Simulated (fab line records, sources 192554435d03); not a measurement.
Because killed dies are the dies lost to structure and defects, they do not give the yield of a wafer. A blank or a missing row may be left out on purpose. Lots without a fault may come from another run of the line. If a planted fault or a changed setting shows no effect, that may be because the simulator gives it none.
Comparing a struck lot with a sound one -- flow n5 finfet -- 23 out of 1938 route steps
Sound: wafers L655.3, L655.4, L655.6. The struck wafers were L665.1, L665.2, L665.6. The cause is named last.
Order at every step that has rows: each side's tool, ch and its chambers, its first start. Under that, the readings that differ: sound wafers -- struck wafers -- difference of the means -- sigmas: that difference in standard deviations of wafers without a fault.
alike: readings with means less than 2 such deviations apart, plus words and numbers identical on both sides. not compared: withheld readings, readings lacking a value on some wafer, bounds such as >300 that could conceal the same value, and numbers that have no deviation in the record and whose values overlap.
The two part at a step that has a row with sigmas, a row that says differs or no value, or rows on one side only. Numbers that don't overlap but have no deviation are shown without sigmas and don't part them. A reading that every wafer of one side lacks parts them only if that side has two wafers or more.

first, 9 steps without rows for these wafers: N5_MOL_CONTACT_COAG_SPUTTER_130 (material Co, target thk 47.5 nm); N5_MOL_CONTACT_COAG_PRECLEAN_125 (cleans in DIW, time 57.5 s); N5_MOL_CONTACT_COAG_SRD_126 (dry time 32 s); N5_MOL_CONTACT_COAG_CMP_23 (polishes, stops on SiO2, t overpolish 1.5 s, target thk 0 nm); N5_MOL_CONTACT_COAG_WET_ETCH_26 (target Co, target depth 13 nm); N5_MOL_CONTACT_COAG_WET_ETCH_116 (etches the open film in SC1-inhibited, target depth 4.6 nm, rinse time 30 s); N5_MOL_CONTACT_COAG_ALD_27 (deposits SiOC, target thk 17 nm, pulse time 1.5 s, time 2720 s); N5_MOL_CONTACT_COAG_CMP_28 (polishes, stops on SiNx, t overpolish 0.85 s, target thk 14.522 nm); N5_MOL_CONTACT_COAG_ALD_123 (deposits SiNx, target thk 5 nm, pulse time 1 s, purge time 2 s).
N5_MOL_CONTACT_COAG_PECVD_31: deposits SiO2 from TEOS/O2, target thk 46 nm, time 8.9 s.
  sound on pecvd-02 ch 0,1,2, day 5 15:53; struck on pecvd-02 ch 0,1,2, day 8 05:52
then, 9 steps without rows for these wafers: N5_MOL_CONTACT_COAG_COAT_75 (time 60 s, resist thk 60 nm); N5_MOL_CONTACT_COAG_COAT_76 (time 60 s, resist thk 10 nm); N5_MOL_CONTACT_COAG_COAT_77 (time 60 s, resist thk 10 nm); N5_MOL_CONTACT_COAG_COAT_78 (resist thk 40 nm); N5_MOL_CONTACT_COAG_EBR_80; N5_MOL_CONTACT_COAG_SOFTBAKE_79 (time 60 s); N5_MOL_CONTACT_COAG_EXPOSE_81 (exposes mask VG, defocus 0 nm); N5_MOL_CONTACT_COAG_PEB_82 (peb time 60 s); N5_MOL_CONTACT_COAG_DEVELOP_83 (develop time 30 s).
N5_MOL_CONTACT_COAG_INSPECT_57: inspects for defects (brightfield).
  sound on defect inspect-01 at day 5 16:26; struck on defect inspect-01 at day 8 06:17
reading,sound,struck,difference,sigmas
raw defect count,138 160 254,1010 1114 1116,+896,+18
then, 1 step without rows for these wafers: N5_MOL_CONTACT_COAG_DESCUM_88 (chemistry O2, time 7 s).
-- record jumps: 3 days separate the struck wafers' starts on either side; left off in module MOL_CONTACT_COAG, taken up again in module BEOL_M4, whose first shown step is the route's number 1111 --
N5_BEOL_M4_RC_MEAS_101:
  sound on prober-02 ch 0, day 9 08:33; struck on prober-01 ch 0, day 11 08:59
  alike: DIBL_N, DIBL_P, IOFF_N, IOFF_P, ION_N, ION_P, SS_N, SS_P, VT_N, VT_P
-- here the record skips 4 days between the struck wafers' starts before and after, leaving off in module BEOL_M4 and picking up in module PASSIVATION (first step shown: number 1936 of the route) --
N5_PASSIVATION_PROBE_49:
  record: rows for the struck wafers here (prober-02, day 15 10:51), none for the sound ones

== WHERE THEY PART ==
At N5_MOL_CONTACT_COAG_INSPECT_57 first; at N5_PASSIVATION_PROBE_49 last (within this record only).

WHY: what the simulator had put in
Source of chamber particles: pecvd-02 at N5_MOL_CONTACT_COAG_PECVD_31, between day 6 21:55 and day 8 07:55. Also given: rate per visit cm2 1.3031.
